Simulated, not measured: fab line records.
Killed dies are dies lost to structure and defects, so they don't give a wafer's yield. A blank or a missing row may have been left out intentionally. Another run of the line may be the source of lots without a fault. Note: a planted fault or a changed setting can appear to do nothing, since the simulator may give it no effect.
Chamber matching | flow n5 finfet | cmp-01 running N5_HKMG_FIN_CMP_23: 4 sister chambers
The step polishes, stops on SiNx, t overpolish 10 s, target thk 46.326 nm. 22 wafers are shown with their chamber, then 11 later ones without.

WAFERS WITH THEIR CHAMBER
wafer  | chamber | motor current A (A) | time to endpoint s (s) | overpolish run s (s)
L074.2 | 0       | 13.3                | 12.7                   | 10.003
L074.3 | 2       | 15.6                | 15.1                   | 10.007
L074.4 | 1       | 10.3                | 11.6                   | 9.994
L076.3 | 2       | 15.0                | 12.9                   | 9.997
L076.4 | 3       | 11.1                | 12.1                   | 10.006
L076.5 | 0       | 13.8                | 13.3                   | 10.000
L077.3 | 1       | 10.2                | 9.1                    | 10.003
L077.4 | 3       | 11.1                | 11.8                   | 9.989
L077.5 | 0       | 13.6                | 12.9                   | 9.997
L081.2 | 0       | 13.5                | 5.7                    | 10.002
L081.3 | 2       | 14.4                | 11.9                   | 9.998
L081.5 | 3       | 10.7                | 7.7                    | 9.983
L085.1 | 3       | 11.5                | 8.0                    | 10.007
L085.3 | 1       | 10.2                | 6.7                    | 9.999
L085.6 | 0       | 14.2                | 8.4                    | 9.995
L087.3 | 3       | 10.7                | 9.5                    | 9.986
L087.4 | 2       | 14.8                | 14.7                   | 10.003
L087.5 | 2       | 13.9                | 12.6                   | 10.018
L089.1 | 2       | 15.1                | 12.6                   | 9.999
L089.3 | 3       | 11.5                | 7.7                    | 10.020
L089.4 | 0       | 14.6                | 8.4                    | 10.018
L090.1 | 1       | 10.8                | 12.3                   | 10.003

SIGNATURES (averages over the wafers above)
reading            | chamber 0 | chamber 1 | chamber 2 | chamber 3 | scatter within a chamber
motor current A    | 13.833    | 10.375    | 14.800    | 11.100    | 0.46
time to endpoint s | 10.233    | 9.925     | 13.300    | 9.467     | 2.34
overpolish run s   | 10.00250  | 9.99975   | 10.00367  | 9.99850   | 0.00995
Rule: a wafer lies at a distance from a chamber equal to the root of the sum of squares, over the readings, of (its reading less the chamber's mean, divided by the reading's scatter). The wafer belongs to the nearest chamber; if the next one is less than 2 further off, it can't be placed. The scatter: take each reading less its chamber's mean, square it, sum over the shown wafers, divide by the number of wafers less the number of chambers, and take the root.

WAFERS WHOSE CHAMBER IS MISSING
wafer  | motor current A (A) | time to endpoint s (s) | overpolish run s (s)
L090.2 | 14.8                | 13.5                   | 10.021
L090.6 | 10.2                | 10.3                   | 9.999
L092.1 | 10.6                | 8.6                    | 10.003
L092.3 | 14.3                | 13.7                   | 10.014
L092.6 | 10.8                | 13.2                   | 9.999
L094.2 | 11.1                | 12.5                   | 10.018
L094.3 | 10.2                | 11.2                   | 10.010
L094.6 | 13.9                | 10.6                   | 10.010
L097.3 | 10.4                | 10.0                   | 9.979
L097.5 | 15.5                | 11.4                   | 10.010
L097.6 | 10.9                | 12.3                   | 9.996

WHICH CHAMBER EACH WENT THROUGH
wafer  | from the rows above     | in truth
L090.2 | can't be placed: 2 or 0 | 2
L090.6 | can't be placed: 1 or 3 | 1
L092.1 | can't be placed: 1 or 3 | 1
L092.3 | can't be placed: 2 or 0 | 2
L092.6 | can't be placed: 1 or 3 | 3
L094.2 | can't be placed: 3 or 1 | 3
L094.3 | can't be placed: 1 or 3 | 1
L094.6 | can't be placed: 0 or 2 | 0
L097.3 | can't be placed: 1 or 3 | 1
L097.5 | can't be placed: 2 or 0 | 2
L097.6 | can't be placed: 3 or 1 | 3
0 of 11 placed correctly. Cannot be placed on the basis of these rows: 11; the candidates contain the true chamber in 11. 0 placed wrongly.
